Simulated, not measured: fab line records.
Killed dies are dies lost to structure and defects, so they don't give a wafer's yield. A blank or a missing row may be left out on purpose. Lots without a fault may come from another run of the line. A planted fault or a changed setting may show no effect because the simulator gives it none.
Which of the tools did it? | flow n5Finfet | Sampling: 11 lots, 32 wafers, 5 of 1938 route steps

== WHAT THE GAUGES READ, wafer by wafer ==
N5_SD_EPI_N_EPI_MEAS_23.
lot  | measured    | on           | thkNm (nm)
L970 | day 3 11:42 | filmMetro-01 | 57.6 60.7
L971 | day 3 14:29 | filmMetro-01 | 60.4 60.3 59.9
L972 | day 3 22:13 | filmMetro-01 | 59.5 60.1 59.1
L973 | day 3 23:50 | filmMetro-02 | 57.2 59.6 59.4
L978 | day 5 04:34 | filmMetro-02 | 57.4 59.2 58.5
L980 | day 5 16:27 | filmMetro-01 | 58.2 59.6 75.4
L987 | day 7 12:41 | filmMetro-02 | 58.0 58.2 58.7
L990 | day 8 05:11 | filmMetro-02 | 56.9 58.3 58.1
L991 | day 8 10:45 | filmMetro-01 | 61.0 60.2 57.3
L992 | day 8 16:38 | filmMetro-02 | 57.4 57.4 57.0
L993 | day 8 22:50 | filmMetro-01 | 58.6 57.1 56.7

N5_SD_EPI_P_CD_MEAS_09 targets a cd of 240 nm.
lot  | measured    | on       | cdNm (nm)
L970 | day 3 12:40 | cdSem-01 | 239.9 239.7
L971 | day 3 15:32 | cdSem-01 | 238.4 239.7 238.6
L972 | day 3 23:11 | cdSem-03 | 241.1 240.6 239.4
L973 | day 4 00:48 | cdSem-03 | 239.5 239.5 239.4
L978 | day 5 06:07 | cdSem-02 | 239.0 240.7 239.9
L980 | day 5 17:24 | cdSem-02 | 240.4 239.6 239.9
L987 | day 7 13:38 | cdSem-01 | 241.0 240.9 240.9
L990 | day 8 06:08 | cdSem-02 | 240.0 240.7 240.1
L991 | day 8 11:52 | cdSem-03 | 241.5 241.0 239.8
L992 | day 8 18:30 | cdSem-03 | 240.4 238.7 239.5
L993 | day 8 23:49 | cdSem-03 | 240.1 240.0 239.6

== TOOL THAT RAN EACH LOT (tool first, then ch and the chambers of the sampled wafers, then the start) ==
lot  | N5_SD_EPI_N_DESCUM_14            | N5_SD_EPI_N_ETCH_16              | N5_SD_EPI_N_EPI_21
L970 | rieDiel-05 ch 1, day 3 08:17     | rieDiel-05 ch 1, day 3 08:55     | epiRpcvd-02 ch 0, day 3 09:58
L971 | rieDiel-02 ch 0,1,2, day 3 11:06 | rieDiel-02 ch 0,1,2, day 3 11:43 | epiRpcvd-03 ch 0, day 3 13:37
L972 | rieDiel-02 ch 0,1,3, day 3 18:48 | rieDiel-02 ch 0,1,3, day 3 19:25 | epiRpcvd-02 ch 0, day 3 20:47
L973 | rieDiel-06 ch 0,1, day 3 20:26   | rieDiel-06 ch 0,1, day 3 21:03   | epiRpcvd-03 ch 0, day 3 22:08
L978 | rieDiel-05 ch 0,1,3, day 5 00:56 | rieDiel-05 ch 0,1,3, day 5 01:33 | epiRpcvd-04 ch 0, day 5 03:24
L980 | rieDiel-05 ch 0,3, day 5 12:19   | rieDiel-05 ch 0,3, day 5 12:56   | epiRpcvd-02 ch 0, day 5 14:33
L987 | rieDiel-02 ch 0,2,3, day 7 09:17 | rieDiel-02 ch 0,2,3, day 7 09:55 | epiRpcvd-03 ch 0, day 7 11:14
L990 | rieDiel-06 ch 0,2, day 8 01:04   | rieDiel-06 ch 0,2, day 8 01:41   | epiRpcvd-02 ch 0, day 8 02:55
L991 | rieDiel-06 ch 0,2, day 8 06:37   | rieDiel-06 ch 0,2, day 8 07:13   | epiRpcvd-02 ch 0, day 8 08:50
L992 | rieDiel-05 ch 0,2,3, day 8 12:30 | rieDiel-05 ch 0,2,3, day 8 13:07 | epiRpcvd-02 ch 0, day 8 14:43
L993 | rieDiel-06 ch 0,1, day 8 18:41   | rieDiel-06 ch 0,1, day 8 19:19   | epiRpcvd-02 ch 0, day 8 21:19
- N5_SD_EPI_N_DESCUM_14: chemistry O2, time 7.9 s.
- N5_SD_EPI_N_ETCH_16: etches SiO2 in CHF3/O2, target depth 5 nm.
- N5_SD_EPI_N_EPI_21: deposits Si:P, time 690 s.

== WHAT THE TOOLS THEMSELVES READ (means of the sampled wafers that have a number; where no wafer has one, the mark that the record gives instead) ==
N5_SD_EPI_N_DESCUM_14.
lot  | tool       | drypumpMotorCurrentA (A) | oesProductAu (a.u.) | rfVppV (V) | showerheadPlenumPTorr (Torr) | throttleValvePct (%)
L970 | rieDiel-05 | 6.4                      | 0.98                | 242.2      | 2.06                         | 20.23
L971 | rieDiel-02 | 5.6                      | 0.83                | 242.8      | 2.06                         | 20.30
L972 | rieDiel-02 | 5.5                      | 0.79                | 242.6      | 2.07                         | 20.36
L973 | rieDiel-06 | 5.2                      | 0.72                | 241.8      | 2.00                         | 20.65
L978 | rieDiel-05 | 5.8                      | 0.89                | 242.0      | 2.04                         | 20.12
L980 | rieDiel-05 | 5.6                      | 0.83                | 242.4      | 2.03                         | 20.09
L987 | rieDiel-02 | 5.7                      | 0.79                | 242.4      | 2.05                         | 20.46
L990 | rieDiel-06 | 5.3                      | 0.78                | 241.1      | 2.01                         | 20.72
L991 | rieDiel-06 | 5.8                      | 0.85                | 243.0      | 2.03                         | 20.57
L992 | rieDiel-05 | 5.8                      | 0.78                | 242.2      | 2.05                         | 20.27
L993 | rieDiel-06 | 5.6                      | 0.89                | 243.8      | 2.15                         | 20.37

N5_SD_EPI_N_ETCH_16.
lot  | tool       | biasW (W) | drypumpMotorCurrentA (A) | oes_f_703_au (a.u.) | oesProductAu (a.u.) | rfVppV (V) | showerheadPlenumPTorr (Torr) | throttleValvePct (%)
L970 | rieDiel-05 | 169.8     | 6.4                      | 0.98                | 0.98                | 528        | 2.38                         | 18.73
L971 | rieDiel-02 | 170.0     | 5.6                      | 0.84                | 0.83                | 516        | 2.37                         | 18.75
L972 | rieDiel-02 | 170.3     | 5.5                      | 0.80                | 0.79                | 524        | 2.38                         | 18.81
L973 | rieDiel-06 | 169.7     | 5.2                      | 0.75                | 0.72                | 512        | 2.30                         | 19.12
L978 | rieDiel-05 | 170.6     | 5.8                      | 0.86                | 0.88                | 520        | 2.36                         | 18.59
L980 | rieDiel-05 | 170.0     | 5.6                      | 0.81                | 0.83                | 515        | 2.34                         | 18.57
L987 | rieDiel-02 | 170.0     | 5.7                      | 0.81                | 0.80                | 520        | 2.37                         | 18.91
L990 | rieDiel-06 | 170.2     | 5.3                      | 0.80                | 0.79                | 509        | 2.31                         | 19.16
L991 | rieDiel-06 | 170.3     | 5.8                      | 0.86                | 0.85                | 509        | 2.34                         | 18.98
L992 | rieDiel-05 | 169.7     | 5.8                      | 0.76                | 0.77                | 522        | 2.35                         | 18.69
L993 | rieDiel-06 | 169.6     | 5.6                      | 0.90                | 0.89                | 518        | 2.48                         | 18.81

N5_SD_EPI_N_EPI_21.
lot  | tool        | lampInnerPct (%) | susceptorTempC (C)
L970 | epiRpcvd-02 | 17.9             | 680.3
L971 | epiRpcvd-03 | 15.2             | 679.6
L972 | epiRpcvd-02 | 17.7             | 680.0
L973 | epiRpcvd-03 | 15.1             | 680.2
L978 | epiRpcvd-04 | 12.9             | 680.1
L980 | epiRpcvd-02 | 17.8             | 680.4
L987 | epiRpcvd-03 | 15.2             | 680.2
L990 | epiRpcvd-02 | 17.8             | 679.7
L991 | epiRpcvd-02 | 17.8             | 679.7
L992 | epiRpcvd-02 | 17.8             | 680.5
L993 | epiRpcvd-02 | 17.7             | 680.1

== THE ANSWER, worked out from the rows above alone ==
Rule: the lots themselves supply what counts as usual. The widest of any qualifying gaps counts: lots, ordered by their means at a reading, are off when they make up no more than a third of the lots, leave a main group of 4 or more, and stand apart from it by 3 or more times the standard deviation of that group's means. Not used: any main group whose means are identical at the precision the tables above print for the reading. A lot without any number at a reading at which 4 lots or more have one is off too. The other lots that the step has rows for count as sound. The gauges are gone through in route order, then the tools' own readings, and for those a lot's mean is taken as printed above. At the first step where some lot is off, the reading lying furthest off is the one used; lots without a number count as furthest.
Off: L980, at N5_SD_EPI_N_EPI_MEAS_23 (thkNm). Mean 58.6 nm and standard deviation 0.92 in the main group.
A tool fits if, at a process step before that reading, it ran every lot that is off, and no sound lot after the first of them. Gauges at N5_SD_EPI_N_EPI_MEAS_23: tried the same way as those tools. Of those tried, none fits.

== WHAT THE SIMULATOR PUT IN ==
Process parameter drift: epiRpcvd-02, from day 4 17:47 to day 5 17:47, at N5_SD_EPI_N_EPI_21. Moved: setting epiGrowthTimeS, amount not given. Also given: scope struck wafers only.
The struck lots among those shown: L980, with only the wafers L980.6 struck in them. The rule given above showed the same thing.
